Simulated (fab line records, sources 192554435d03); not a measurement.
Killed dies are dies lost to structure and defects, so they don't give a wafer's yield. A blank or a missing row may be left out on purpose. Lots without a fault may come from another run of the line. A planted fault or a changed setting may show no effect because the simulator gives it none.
fab line records | flow n5_finfet
record lots=24 wafers=72 last_day=17
route steps=1938 shown BEOL_M10@1534 BEOL_M11@1536
lots that met no fault: from a run of the same line without faults
start_h: hours from the record's first day to the start of the lot's first wafer shown | wait_h: hours since the lot's step before | " the same as in the row above | L1.1+2: a row that stands for several wafers | - no value, or no start given | * or withheld: withheld | < > ~ a bound
route shown NAME@n: a module of which the file shows steps, and the number in the route of the first | usual: mean/standard deviation of fault-free wafers | same: alike in all rows | chamber/n: place in a boat | sites: the reading at each site | _std_site: their standard deviation | _edge_site: outer sites' mean less inner sites' | radius_mm: how far each site lies from the wafer's centre | mask NAME#n: copy n | behind: the tool/chamber that last shaped the wafer | hold: why the lot was held/for how many hours/how that ended | device: the transistor (n, p or np) that didn't switch | end of line: the same wafers' tests at the end of the route | a step without rows: its recipe alone | killed: dies lost to structure and defects at the first sort, not the wafer's yield | map: a wafer's dies, x killed, . not, _ none there
set.NAME: the setting as run; set.NAME@STEP: as run at that earlier step | model.NAME: the simulator's own value behind a step, which no gauge read
steps of the route over a sample of lots; a table a step, a row a wafer
services: from which hour (start_h, from the record's first day; less than 0 if before it) a tool's chamber was out of use, for how many hours, and why
## steps
# step N5_BEOL_M10_RS_MEAS_57
# recipe thk_meas_gauge=four-point-probe reads=Cu_of_BEOL_M10_ECD_50+Co_of_BEOL_M10_CVD_75+TaN_of_BEOL_M10_ALD_74
# usual M10_RS=0.149/0.0035
# columns lot.wafer tool chamber start_h wait_h M10_RS[ohm/sq]
L075.1 film_metro-02 - 230.68 0.1 0.153
L075.3 " - " " 0.155
L075.6 " - " " 0.157
L074.2 film_metro-01 - 231.84 0.1 0.150
L074.4 " - " " 0.154
L074.5 " - " " 0.149
L077.2 film_metro-02 - 236.81 0.1 0.142
L077.3 " - " " 0.150
L077.6 " - " " 0.141
L078.2 film_metro-01 - 239.24 0.1 0.142
L078.3 " - " " 0.149
L078.5 " - " " 0.149
L079.1 film_metro-01 - 246.21 0.1 0.153
L079.4 " - " " 0.157
L079.6 " - " " 0.151
L076.1 film_metro-01 - 251.29 0.1 0.144
L076.2 " - " " 0.140
L076.3 " - " " 0.143
L081.2 film_metro-01 - 254.20 0.1 0.144
L081.3 " - " " 0.147
L081.4 " - " " 0.145
L080.2 film_metro-02 - 256.10 0.1 0.151
L080.3 " - " " 0.147
L080.6 " - " " 0.147
L082.1 film_metro-01 - 267.93 0.1 0.143
L082.2 " - " " 0.149
L082.4 " - " " 0.147
L083.1 film_metro-01 - 271.71 0.1 0.151
L083.3 " - " " 0.152
L083.6 " - " " 0.154
L084.1 film_metro-02 - 281.86 0.1 0.151
L084.5 " - " " 0.152
L084.6 " - " " 0.149
L085.4 film_metro-02 - 289.54 0.0 0.152
L085.5 " - " " 0.155
L085.6 " - " " 0.153
L087.2 film_metro-01 - 290.92 0.1 0.149
L087.5 " - " " 0.149
L087.6 " - " " 0.155
L088.1 film_metro-02 - 299.22 0.1 0.146
L088.2 " - " " 0.148
L088.6 " - " " 0.149
L086.1 film_metro-02 - 303.36 0.1 0.151
L086.3 " - " " 0.152
L086.4 " - " " 0.151
L089.1 film_metro-02 - 311.67 0.1 0.149
L089.3 " - " " 0.147
L089.5 " - " " 0.144
L090.3 film_metro-02 - 318.66 0.1 0.146
L090.4 " - " " 0.148
L090.6 " - " " 0.147
L091.1 film_metro-02 - 319.33 0.1 0.148
L091.3 " - " " 0.149
L091.5 " - " " 0.150
L093.1 film_metro-01 - 328.41 0.1 0.147
L093.3 " - " " 0.149
L093.4 " - " " 0.146
L092.1 film_metro-01 - 336.75 0.1 0.151
L092.2 " - " " 0.149
L092.6 " - " " 0.150
L095.2 film_metro-02 - 342.91 0.1 0.153
L095.3 " - " " 0.152
L095.5 " - " " 0.150
L094.1 film_metro-02 - 345.58 0.1 0.150
L094.5 " - " " 0.152
L094.6 " - " " 0.150
L096.1 film_metro-01 - 350.64 0.1 0.148
L096.2 " - " " 0.147
L096.5 " - " " 0.150
L097.2 film_metro-01 - 355.88 0.1 0.151
L097.3 " - " " 0.151
L097.6 " - " " 0.151
# step N5_BEOL_M11_ILD_DEP_00
# recipe material=SiCOH_lowk target_thk_a=3085.1 temp_c=300 precursor=DEMS/porogen pressure_torr=5 rf_w=500 time_s=58
# usual heater_power_w=302/39 showerhead_plenum_p_Torr=5.731/0.016 throttle_valve_pct=13.8/0.82
# columns lot.wafer tool chamber start_h wait_h heater_power_w showerhead_plenum_p_Torr throttle_valve_pct
L075.1 pecvd-01 0 230.75 0.0 334 5.724 13.5
L075.3 " 0 " " 339 5.720 13.4
L075.6 " 0 " " 348 5.733 13.3
L074.2 pecvd-03 2 231.91 0.0 346 5.738 12.8
L074.4 " 1 " " 295 5.755 13.7
L074.5 " 2 " " 267 5.755 12.8
L077.2 pecvd-02 0 236.87 0.0 330 5.732 14.9
L077.3 " 2 " " 294 5.755 13.4
L077.6 " 2 " " 311 5.726 13.4
L078.2 pecvd-03 0 239.30 0.0 302 5.742 13.4
L078.3 " 2 " " 308 5.736 12.7
L078.5 " 1 " " 366 5.729 13.3
L079.1 pecvd-01 1 246.27 0.0 235 5.712 15.4
L079.4 " 1 " " 251 5.697 15.5
L079.6 " 2 " " 251 5.723 13.4
L076.1 pecvd-02 0 251.35 0.0 362 5.731 14.8
L076.2 " 2 " " 293 5.744 13.2
L076.3 " 1 " " 246 5.740 13.8
L081.2 pecvd-01 0 254.27 0.0 378 5.725 13.8
L081.3 " 1 " " 279 5.700 15.5
L081.4 " 2 " " 294 5.723 13.6
L080.2 pecvd-03 0 256.16 0.0 262 5.758 13.4
L080.3 " 1 " " 355 5.744 13.7
L080.6 " 2 " " 309 5.751 12.9
L082.1 pecvd-03 1 268.00 0.0 336 5.742 13.5
L082.2 " 0 " " 291 5.739 13.3
L082.4 " 0 " " 308 5.735 13.1
L083.1 pecvd-01 1 271.78 0.0 244 5.707 15.2
L083.3 " 2 " " 266 5.701 13.5
L083.6 " 2 " " 270 5.710 13.6
L084.1 pecvd-03 2 281.92 0.0 311 5.749 12.6
L084.5 " 1 " " 297 5.730 13.4
L084.6 " 0 " " 286 5.720 13.7
L085.4 pecvd-02 1 289.63 0.1 273 5.744 13.7
L085.5 " 2 " " 298 5.753 13.7
L085.6 " 0 " " 341 5.749 14.7
L087.2 pecvd-03 1 290.98 0.0 360 5.729 13.3
L087.5 " 0 " " 326 5.736 13.3
L087.6 " 1 " " 365 5.720 13.4
L088.1 pecvd-01 1 299.28 0.0 232 5.710 15.5
L088.2 " 2 " " 248 5.733 13.5
L088.6 " 2 " " 264 5.722 13.8
L086.1 pecvd-01 1 303.43 0.0 262 5.695 15.6
L086.3 " 2 " " 275 5.708 13.5
L086.4 " 1 " " 265 5.709 15.5
L089.1 pecvd-02 1 311.73 0.0 238 5.717 13.5
L089.3 " 2 " " 285 5.737 13.3
L089.5 " 1 " " 246 5.743 13.5
L090.3 pecvd-03 0 318.73 0.0 263 5.741 13.5
L090.4 " 2 " " 299 5.742 12.8
L090.6 " 1 " " 326 5.746 13.7
L091.1 pecvd-02 2 319.40 0.0 297 5.734 13.7
L091.3 " 0 " " 315 5.742 15.1
L091.5 " 0 " " 327 5.740 14.9
L093.1 pecvd-03 2 328.47 0.0 286 5.758 12.9
L093.3 " 0 " " 314 5.736 13.6
L093.4 " 1 " " 357 5.738 13.5
L092.1 pecvd-01 2 336.81 0.0 301 5.717 13.7
L092.2 " 1 " " 226 5.705 15.5
L092.6 " 1 " " 230 5.703 15.4
L095.2 pecvd-03 1 342.97 0.0 331 5.751 13.5
L095.3 " 2 " " 330 5.757 12.9
L095.5 " 2 " " 333 5.739 13.0
L094.1 pecvd-03 0 345.64 0.0 323 5.739 13.6
L094.5 " 2 " " 293 5.750 13.0
L094.6 " 0 " " 327 5.746 13.6
L096.1 pecvd-01 2 350.70 0.0 283 5.742 13.8
L096.2 " 0 " " 341 5.738 13.8
L096.5 " 0 " " 352 5.724 13.5
L097.2 pecvd-02 2 355.94 0.0 290 5.716 13.4
L097.3 " 1 " " 258 5.722 13.7
L097.6 " 0 " " 351 5.727 14.8
# step N5_BEOL_M11_STRIP_36
# recipe chemistry=N2/H2 power_w=450 temp_c=40 pressure_mtorr=20 rf_frequency_hz=6e+07 overash_fraction=0.3 bias_power_w=7 h2_frac=0.5 n2_flow_sccm=200 h2_flow_sccm=200
# usual drypump_motor_current_A=5.8/0.37 h2_flow_sccm=200.0/0.6 n2_flow_sccm=199.9/0.62 oes_product_au=0.78/0.056 power_w=450.0/1.3 rf_vpp_V=58.9/2 showerhead_plenum_p_Torr=2.54/0.099 throttle_valve_pct=23.58/0.28
# columns lot.wafer tool chamber start_h wait_h drypump_motor_current_A h2_flow_sccm n2_flow_sccm oes_product_au power_w rf_hours_counter_h rf_vpp_V showerhead_plenum_p_Torr throttle_valve_pct
L075.1 rie_diel-06 1 234.25 0.0 6.2 199.5 199.8 0.84 450.7 65 61.5 2.48 23.36
L075.3 " 0 " " 5.6 199.8 200.0 0.70 451.0 215 61.0 2.40 23.66
L075.6 " 3 " " 5.6 200.4 199.0 0.73 449.0 - 58.2 2.63 23.40
L074.2 rie_diel-06 1 236.28 0.0 6.2 200.7 200.1 0.84 449.2 66 58.0 2.48 23.35
L074.4 " 3 " " 5.6 200.3 200.0 0.74 448.0 179 59.3 2.63 23.42
L074.5 " 3 " " 5.6 200.1 199.1 0.74 450.2 - 58.4 2.63 23.42
L077.2 rie_diel-06 1 241.35 0.0 6.2 199.6 199.7 0.82 450.2 67 60.6 2.48 23.39
L077.3 " 2 " " 6.0 199.6 198.8 0.79 451.4 99 59.3 2.65 23.30
L077.6 " 0 " " 5.6 199.3 200.9 0.71 450.9 - 59.5 2.40 23.64
L078.2 rie_diel-06 0 246.24 0.0 5.6 201.1 200.4 0.71 448.8 219 56.9 2.40 23.72
L078.3 " 2 " " 6.0 199.7 199.7 0.81 448.2 100 61.9 2.65 23.29
L078.5 " 3 " " 5.6 199.5 198.5 0.74 451.6 - 58.6 2.63 23.42
L079.1 rie_diel-02 2 249.65 0.0 6.5 200.2 200.7 0.77 451.0 103 61.1 2.45 24.13
L079.4 " 1 " " 5.6 200.0 199.4 0.86 451.4 - 60.1 2.70 23.75
L079.6 " 0 " " 5.1 199.9 200.0 0.75 449.6 - 60.6 2.64 23.87
L076.1 rie_diel-02 0 255.55 0.0 5.1 200.1 200.6 0.75 448.6 180 56.3 2.64 23.85
L076.2 " 1 " " 5.6 199.9 198.6 0.85 447.5 69 58.9 2.70 23.76
L076.3 " 2 " " 6.5 200.9 199.5 0.79 451.1 106 60.7 2.45 24.10
L081.2 rie_diel-06 1 257.78 0.0 6.2 200.9 200.5 0.82 453.9 73 57.4 2.48 23.38
L081.3 " 0 " " 5.6 201.2 199.2 0.70 450.6 223 60.3 2.40 23.69
L081.4 " 2 " " 6.0 200.6 198.8 0.80 452.6 103 59.6 2.65 23.30
L080.2 rie_diel-02 0 259.81 0.0 5.1 200.3 199.6 0.73 449.7 182 58.9 2.64 23.88
L080.3 " 2 " " 6.5 200.4 200.5 0.77 449.5 108 56.3 2.45 24.09
L080.6 " 0 " " 5.1 200.1 199.7 0.74 449.4 - 61.7 2.64 23.87
L082.1 rie_diel-02 1 271.61 0.0 5.6 199.1 200.6 0.85 449.1 75 58.6 2.69 23.77
L082.2 " 2 " " 6.5 199.4 200.8 0.75 451.0 112 58.8 2.45 24.13
L082.4 " 0 " " 5.1 200.8 200.2 0.73 450.8 - 57.9 2.63 23.92
L083.1 rie_diel-06 2 277.94 0.0 6.0 200.8 199.6 0.79 450.7 111 62.1 2.64 23.36
L083.3 " 3 " " 5.6 200.6 198.7 0.73 449.7 193 57.1 2.62 23.44
L083.6 " 3 " " 5.6 200.3 200.3 0.73 450.4 - 60.0 2.62 23.42
L084.1 rie_diel-04 3 286.19 0.0 6.0 199.3 199.6 0.82 449.3 57 55.1 2.56 23.75
L084.5 " 2 " " 5.4 199.8 199.7 0.77 449.7 - 60.0 2.43 23.82
L084.6 " 1 " " 5.5 200.3 198.8 0.69 451.3 - 59.6 2.48 23.56
L087.2 rie_diel-06 3 296.84 0.0 5.6 199.7 200.9 0.73 448.5 200 57.4 2.62 23.43
L087.5 " 2 " " 6.0 199.8 200.6 0.80 450.3 - 56.3 2.64 23.31
L087.6 " 3 " " 5.6 199.4 200.2 0.73 447.9 - 59.5 2.62 23.42
L085.4 rie_diel-02 0 297.00 0.0 5.1 199.9 200.3 0.72 449.5 194 57.8 2.63 23.88
L085.5 " 3 " " 5.9 199.8 199.4 0.79 450.9 - 59.8 2.66 22.94
L085.6 " 0 " " 5.1 199.5 199.5 0.71 451.6 - 57.9 2.63 23.91
L088.1 rie_diel-04 2 304.75 0.0 5.4 198.6 200.2 0.80 450.2 128 58.2 2.43 23.83
L088.2 " 0 " " 5.6 200.3 199.9 0.87 449.9 51 59.9 2.47 23.29
L088.6 " 2 " " 5.4 199.8 200.5 0.80 450.4 - 59.1 2.43 23.83
L086.1 rie_diel-02 0 309.93 0.0 5.1 200.2 199.6 0.70 448.2 199 59.3 2.63 23.91
L086.3 " 2 " " 6.5 199.6 198.7 0.77 448.4 124 58.9 2.44 24.11
L086.4 " 1 " " 5.6 199.4 200.8 0.83 451.1 88 61.0 2.69 23.79
L089.1 rie_diel-04 3 316.02 0.0 6.0 198.9 200.2 0.82 450.0 65 61.7 2.56 23.76
L089.3 " 0 " " 5.6 199.3 200.2 0.85 451.3 54 57.6 2.47 23.29
L089.5 " 0 " " 5.7 200.2 201.0 0.85 449.7 - 55.8 2.47 23.26
L090.3 rie_diel-06 2 325.19 0.0 6.0 200.0 200.1 0.78 448.1 126 57.4 2.64 23.34
L090.4 " 0 " " 5.6 199.6 200.0 0.70 449.6 237 57.7 2.39 23.67
L090.6 " 1 " " 6.2 200.0 199.8 0.80 449.9 - 56.4 2.47 23.40
L091.1 rie_diel-04 0 325.61 0.0 5.7 201.0 199.8 0.86 448.0 59 58.4 2.47 23.30
L091.3 " 2 " " 5.3 199.1 201.3 0.78 448.1 136 61.4 2.43 23.85
L091.5 " 2 " " 5.4 199.8 200.6 0.77 448.0 - 59.6 2.43 23.79
L093.1 rie_diel-06 1 334.25 0.0 6.1 199.7 199.4 0.79 451.1 96 60.3 2.47 23.38
L093.3 " 0 " " 5.6 201.1 200.0 0.70 450.4 240 58.3 2.39 23.68
L093.4 " 2 " " 6.0 200.0 200.1 0.79 450.1 129 57.4 2.64 23.34
L092.1 rie_diel-04 3 340.07 0.0 6.0 199.2 200.1 0.83 451.8 76 60.3 2.55 23.82
L092.2 " 2 " " 5.3 200.9 200.1 0.77 452.4 143 58.2 2.42 23.84
L092.6 " 0 " " 5.7 200.0 200.7 0.85 449.8 - 56.5 2.47 23.34
L095.2 rie_diel-06 3 347.10 0.0 5.6 199.5 200.5 0.72 452.0 215 62.2 2.61 23.46
L095.3 " 2 " " 6.0 199.1 199.5 0.78 450.4 133 56.7 2.64 23.37
L095.5 " 1 " " 6.2 200.4 199.1 0.80 450.4 - 56.1 2.47 23.40
L094.1 rie_diel-06 3 348.35 0.0 5.6 200.8 200.7 0.70 448.6 216 58.2 2.62 23.48
L094.5 " 3 " " 5.6 201.0 200.6 0.71 448.6 - 54.0 2.62 23.46
L094.6 " 0 " " 5.6 200.8 199.5 0.68 449.0 - 56.9 2.39 23.72
L096.1 rie_diel-06 0 354.88 0.0 5.6 199.3 200.7 0.69 450.8 246 53.9 2.39 23.73
L096.2 " 3 " " 5.6 200.0 200.4 0.69 449.7 218 60.0 2.61 23.45
L096.5 " 2 " " 6.0 200.7 199.4 0.78 447.9 - 56.9 2.63 23.34
L097.2 rie_diel-04 1 363.31 0.0 5.5 198.9 199.7 0.93 452.3 5 56.2 2.47 23.21
L097.3 " 1 " " 5.5 199.4 199.9 0.94 454.1 - 57.9 2.47 23.21
L097.6 " 3 " " 6.0 200.1 199.7 0.79 449.2 - 57.3 2.55 23.82
# step N5_BEOL_M11_ETCH_41
# recipe chemistry=CH3F/O2 target=SiCN target_depth_a=426 taper_deg=2 time_s=86 ion_energy_ev=120 mask_material=TiN pressure_mtorr=30 source_w=395 bias_w=75 Ar_flow_sccm=150 CH3F_flow_sccm=30 O2_flow_sccm=20
# usual drypump_motor_current_A=5.8/0.37 oes_product_au=0.78/0.057 rf_vpp_V=297.4/1.8 showerhead_plenum_p_Torr=2.00/0.081 throttle_valve_pct=16.30/0.23
# columns lot.wafer tool chamber start_h wait_h drypump_motor_current_A oes_product_au rf_hours_counter_h rf_vpp_V showerhead_plenum_p_Torr throttle_valve_pct
L075.1 rie_diel-06 1 - - 6.1 0.83 65 296.8 1.95 15.99
L075.3 " 0 " " 5.6 0.71 215 294.1 1.89 16.46
L075.6 " 3 " " 5.6 0.74 - 299.5 2.06 16.24
L074.2 rie_diel-06 1 - - 6.2 0.83 66 295.8 1.95 16.01
L074.4 " 3 " " 5.5 0.74 179 298.7 2.06 16.26
L074.5 " 3 " " 5.6 0.73 - 299.1 2.06 16.25
L077.2 rie_diel-06 1 - - 6.2 0.84 67 296.3 1.95 16.02
L077.3 " 2 " " 6.0 0.81 99 300.5 2.10 16.14
L077.6 " 0 " " 5.6 0.70 - 295.1 1.89 16.46
L078.2 rie_diel-06 0 - - 5.6 0.70 219 295.7 1.89 16.45
L078.3 " 2 " " 6.0 0.81 100 298.7 2.10 16.16
L078.5 " 3 " " 5.6 0.73 - 298.5 2.06 16.26
L079.1 rie_diel-02 2 - - 6.5 0.77 103 294.8 1.92 16.61
L079.4 " 1 " " 5.6 0.85 - 300.7 2.11 16.03
L079.6 " 0 " " 5.1 0.74 - 299.0 2.10 16.66
L076.1 rie_diel-02 0 - - 5.1 0.74 180 300.5 2.10 16.68
L076.2 " 1 " " 5.6 0.86 69 298.3 2.11 16.02
L076.3 " 2 " " 6.5 0.77 106 296.4 1.92 16.63
L081.2 rie_diel-06 1 - - 6.2 0.82 73 295.8 1.95 16.03
L081.3 " 0 " " 5.6 0.70 223 294.2 1.89 16.49
L081.4 " 2 " " 6.0 0.79 103 298.4 2.10 16.14
L080.2 rie_diel-02 0 - - 5.1 0.73 182 297.9 2.10 16.68
L080.3 " 2 " " 6.5 0.76 108 297.0 1.92 16.61
L080.6 " 0 " " 5.1 0.73 - 298.7 2.10 16.68
L082.1 rie_diel-02 1 - - 5.6 0.85 75 299.4 2.11 16.03
L082.2 " 2 " " 6.5 0.76 112 296.9 1.92 16.66
L082.4 " 0 " " 5.1 0.73 - 297.7 2.09 16.69
L083.1 rie_diel-06 2 - - 6.0 0.79 111 299.5 2.10 16.16
L083.3 " 3 " " 5.6 0.73 193 298.5 2.06 16.30
L083.6 " 3 " " 5.6 0.73 - 299.5 2.06 16.28
L084.1 rie_diel-04 3 - - 6.0 0.85 57 297.0 2.02 16.36
L084.5 " 2 " " 5.3 0.79 - 297.3 1.92 16.44
L084.6 " 1 " " 5.5 0.69 - 296.8 1.98 16.50
L087.2 rie_diel-06 3 - - 5.6 0.73 200 296.8 2.06 16.30
L087.5 " 2 " " 6.0 0.78 - 298.6 2.10 16.18
L087.6 " 3 " " 5.6 0.72 - 298.2 2.06 16.28
L085.4 rie_diel-02 0 - - 5.1 0.71 194 299.1 2.09 16.72
L085.5 " 3 " " 5.8 0.79 - 299.8 2.12 15.95
L085.6 " 0 " " 5.1 0.72 - 298.6 2.09 16.71
L088.1 rie_diel-04 2 - - 5.3 0.79 128 295.6 1.92 16.43
L088.2 " 0 " " 5.7 0.86 51 295.7 1.94 15.99
L088.6 " 2 " " 5.3 0.79 - 296.4 1.92 16.45
L086.1 rie_diel-02 0 - - 5.1 0.72 199 300.5 2.09 16.72
L086.3 " 2 " " 6.5 0.75 124 295.0 1.91 16.64
L086.4 " 1 " " 5.6 0.83 88 298.9 2.11 16.04
L089.1 rie_diel-04 3 - - 6.0 0.84 65 297.5 2.02 16.35
L089.3 " 0 " " 5.6 0.85 55 297.4 1.94 16.01
L089.5 " 0 " " 5.6 0.85 - 295.6 1.94 15.99
L090.3 rie_diel-06 2 - - 6.0 0.78 126 297.9 2.09 16.19
L090.4 " 0 " " 5.6 0.69 237 295.7 1.89 16.50
L090.6 " 1 " " 6.2 0.81 - 296.0 1.94 16.07
L091.1 rie_diel-04 0 - - 5.6 0.85 59 296.2 1.94 16.01
L091.3 " 2 " " 5.3 0.77 136 295.1 1.92 16.45
L091.5 " 2 " " 5.4 0.78 - 295.5 1.92 16.47
L093.1 rie_diel-06 1 - - 6.2 0.80 96 295.7 1.94 16.08
L093.3 " 0 " " 5.6 0.68 240 295.1 1.89 16.49
L093.4 " 2 " " 6.0 0.77 129 299.5 2.09 16.21
L092.1 rie_diel-04 3 - - 6.0 0.84 76 299.6 2.02 16.38
L092.2 " 2 " " 5.3 0.78 143 295.5 1.91 16.45
L092.6 " 0 " " 5.7 0.84 - 296.6 1.93 16.01
L095.2 rie_diel-06 3 - - 5.6 0.72 215 299.2 2.05 16.33
L095.3 " 2 " " 6.0 0.77 133 298.3 2.09 16.20
L095.5 " 1 " " 6.2 0.80 - 296.8 1.94 16.06
L094.1 rie_diel-06 3 - - 5.6 0.71 216 299.2 2.05 16.34
L094.5 " 3 " " 5.6 0.71 - 299.9 2.05 16.32
L094.6 " 0 " " 5.6 0.68 - 293.8 1.89 16.51
L096.1 rie_diel-06 0 - - 5.6 0.69 246 294.9 1.88 16.49
L096.2 " 3 " " 5.6 0.72 218 297.2 2.05 16.34
L096.5 " 2 " " 6.0 0.77 - 299.3 2.09 16.23
L097.2 rie_diel-04 1 - - 5.6 0.93 5 297.4 1.97 16.05
L097.3 " 1 " " 5.5 0.93 - 295.0 1.97 16.06
L097.6 " 3 " " 6.0 0.81 - 298.8 2.02 16.41
# step N5_BEOL_M11_PRE_CLEAN_45
# recipe gas=H2/He time_s=30 temp_c=250
# usual heater_power_w=346/32
# columns lot.wafer tool chamber start_h wait_h heater_power_w
L075.1 pvd_sputter-03 - 235.29 0.0 331
L075.3 " - " " 317
L075.6 " - " " 369
L074.2 pvd_sputter-03 - 238.49 0.0 376
L074.4 " - " " 309
L074.5 " - " " 365
L077.2 pvd_sputter-01 - 242.19 0.0 281
L077.3 " - " " 383
L077.6 " - " " 338
L078.2 pvd_sputter-01 - 247.21 0.0 338
L078.3 " - " " 284
L078.5 " - " " 332
L079.1 pvd_sputter-03 - 250.53 0.0 313
L079.4 " - " " 379
L079.6 " - " " 367
L076.1 pvd_sputter-01 - 256.84 0.0 333
L076.2 " - " " 344
L076.3 " - " " 382
L081.2 pvd_sputter-02 - 259.52 0.0 338
L081.3 " - " " 376
L081.4 " - " " 377
L080.2 pvd_sputter-01 - 261.14 0.0 326
L080.3 " - " " 342
L080.6 " - " " 337
L082.1 pvd_sputter-03 - 272.56 0.0 379
L082.2 " - " " 313
L082.4 " - " " 378
L083.1 pvd_sputter-02 - 280.04 0.0 373
L083.3 " - " " 340
L083.6 " - " " 379
L084.1 pvd_sputter-02 - 287.15 0.0 362
L084.5 " - " " 367
L084.6 " - " " 369
L087.2 pvd_sputter-01 - 298.05 0.0 341
L087.5 " - " " 334
L087.6 " - " " 374
L085.4 pvd_sputter-03 - 298.22 0.0 369
L085.5 " - " " 393
L085.6 " - " " 369
L088.1 pvd_sputter-01 - 305.85 0.0 376
L088.2 " - " " 338
L088.6 " - " " 287
L086.1 pvd_sputter-03 - 311.58 0.0 312
L086.3 " - " " 392
L086.4 " - " " 339
L089.1 pvd_sputter-01 - 316.92 0.0 338
L089.3 " - " " 288
L089.5 " - " " 281
L090.3 pvd_sputter-03 - 327.14 0.0 364
L090.4 " - " " 333
L090.6 " - " " 377
L091.1 pvd_sputter-03 - 327.30 0.0 380
L091.3 " - " " 331
L091.5 " - " " 362
L093.1 pvd_sputter-03 - 335.61 0.0 382
L093.3 " - " " 332
L093.4 " - " " 317
L092.1 pvd_sputter-03 - 340.98 0.0 329
L092.2 " - " " 388
L092.6 " - " " 379
L095.2 pvd_sputter-03 - 348.78 0.0 337
L095.3 " - " " 372
L095.5 " - " " 315
L094.1 pvd_sputter-02 - 349.57 0.0 369
L094.5 " - " " 340
L094.6 " - " " 377
L096.1 pvd_sputter-01 - 355.92 0.0 335
L096.2 " - " " 269
L096.5 " - " " 334
L097.2 pvd_sputter-01 - 365.70 0.0 293
L097.3 " - " " 372
L097.6 " - " " 341
# step N5_BEOL_M11_DEP_56
# recipe material=SiCN target_thk_a=300 temp_c=withheld precursor=3MS/NH3 pressure_torr=3 rf_w=675 time_s=10.5
# usual showerhead_plenum_p_Torr=4.143/0.024 throttle_valve_pct=18.1/1.1
# columns lot.wafer tool chamber start_h wait_h showerhead_plenum_p_Torr throttle_valve_pct
L075.1 pecvd-03 0 237.00 0.0 4.158 17.4
L075.3 " 2 " " 4.154 16.4
L075.6 " 1 " " 4.165 17.4
L074.2 pecvd-01 2 239.99 0.0 4.140 18.0
L074.4 " 2 " " 4.118 17.8
L074.5 " 2 " " 4.119 17.8
L077.2 pecvd-01 1 244.11 0.0 4.097 19.7
L077.3 " 1 " " 4.099 20.3
L077.6 " 1 " " 4.092 19.8
L078.2 pecvd-01 1 248.94 0.0 4.097 20.3
L078.3 " 2 " " 4.140 17.7
L078.5 " 1 " " 4.106 20.1
L079.1 pecvd-01 1 253.92 0.0 4.103 19.9
L079.4 " 1 " " 4.097 20.2
L079.6 " 0 " " 4.140 17.7
L076.1 pecvd-01 1 258.59 0.0 4.102 20.0
L076.2 " 0 " " 4.141 17.5
L076.3 " 2 " " 4.129 17.7
L081.2 pecvd-01 1 261.53 0.0 4.099 19.9
L081.3 " 0 " " 4.140 17.8
L081.4 " 2 " " 4.138 17.8
L080.2 pecvd-01 2 263.58 0.0 4.139 17.8
L080.3 " 0 " " 4.144 17.9
L080.6 " 1 " " 4.098 20.1
L082.1 pecvd-01 2 274.67 0.0 4.132 17.8
L082.2 " 0 " " 4.143 17.6
L082.4 " 2 " " 4.133 17.8
L083.1 pecvd-03 2 281.54 0.0 4.163 16.8
L083.3 " 0 " " 4.161 17.5
L083.6 " 2 " " 4.166 16.9
L084.1 pecvd-03 0 288.96 0.0 4.162 17.3
L084.5 " 2 " " 4.149 16.8
L084.6 " 1 " " 4.151 17.5
L087.2 pecvd-02 0 300.15 0.0 4.170 19.5
L087.5 " 2 " " 4.151 17.4
L087.6 " 0 " " 4.176 19.6
L085.4 pecvd-01 2 300.60 0.0 4.133 17.9
L085.5 " 1 " " 4.094 19.7
L085.6 " 2 " " 4.147 18.2
L088.1 pecvd-01 2 308.13 0.0 4.135 18.2
L088.2 " 1 " " 4.095 19.9
L088.6 " 0 " " 4.136 17.7
L086.1 pecvd-02 0 313.64 0.0 4.169 19.5
L086.3 " 2 " " 4.170 18.0
L086.4 " 0 " " 4.169 19.5
L089.1 pecvd-03 0 318.38 0.0 4.156 17.5
L089.3 " 1 " " 4.150 17.5
L089.5 " 0 " " 4.147 17.5
L090.3 pecvd-02 2 328.72 0.0 4.155 17.2
L090.4 " 0 " " 4.160 19.7
L090.6 " 2 " " 4.159 18.0
L091.1 pecvd-02 0 329.00 0.0 4.175 19.5
L091.3 " 2 " " 4.152 17.8
L091.5 " 1 " " 4.154 17.7
L093.1 pecvd-03 0 338.12 0.0 4.159 17.4
L093.3 " 1 " " 4.162 17.2
L093.4 " 0 " " 4.158 17.6
L092.1 pecvd-02 2 342.64 0.0 4.157 17.8
L092.2 " 1 " " 4.146 18.0
L092.6 " 0 " " 4.164 19.7
L095.2 pecvd-03 0 350.95 0.0 4.160 17.8
L095.3 " 2 " " 4.168 16.5
L095.5 " 2 " " 4.162 17.1
L094.1 pecvd-03 1 352.57 0.0 4.156 17.6
L094.5 " 2 " " 4.165 16.8
L094.6 " 1 " " 4.150 17.5
L096.1 pecvd-03 0 357.46 0.0 4.156 17.5
L096.2 " 1 " " 4.163 17.4
L096.5 " 2 " " 4.169 16.8
L097.2 pecvd-03 0 367.24 0.0 4.154 17.5
L097.3 " 1 " " 4.162 17.7
L097.6 " 1 " " 4.157 17.9
## services
# columns tool chamber start_h hours kind
pecvd-03 2 214.79 5.7 repair
pecvd-01 0 232.98 16.5 scheduled_down
rie_diel-02 3 240.22 32.8 repair
pecvd-02 - 245.16 1.7 repair
rie_diel-04 1 279.44 3.4 repair
pecvd-03 - 291.16 6.0 pm
rie_diel-04 2 293.66 8.2 repair
pecvd-02 1 295.01 5.5 scheduled_down
pecvd-01 0 297.92 5.5 scheduled_down
pecvd-03 0 297.99 2.1 scheduled_down
rie_diel-06 1 311.17 5.3 repair
rie_diel-04 1 317.63 - clean
rie_diel-04 1 317.63 - consumable_replace:focus_ring
rie_diel-04 1 317.63 25.8 scheduled_down
rie_diel-04 1 317.63 25.8 vent_cycle
pecvd-02 - 334.10 1.0 repair
pvd_sputter-03 - 355.18 4.5 repair
rie_diel-04 0 360.69 4.7 repair
rie_diel-04 2 360.94 2.5 repair
rie_diel-06 0 367.05 - clean
rie_diel-06 0 367.05 - consumable_replace:focus_ring
rie_diel-06 0 367.05 - consumable_replace:showerhead
rie_diel-06 0 367.05 23.0 scheduled_down
rie_diel-06 0 367.05 23.0 vent_cycle
## key
fault none
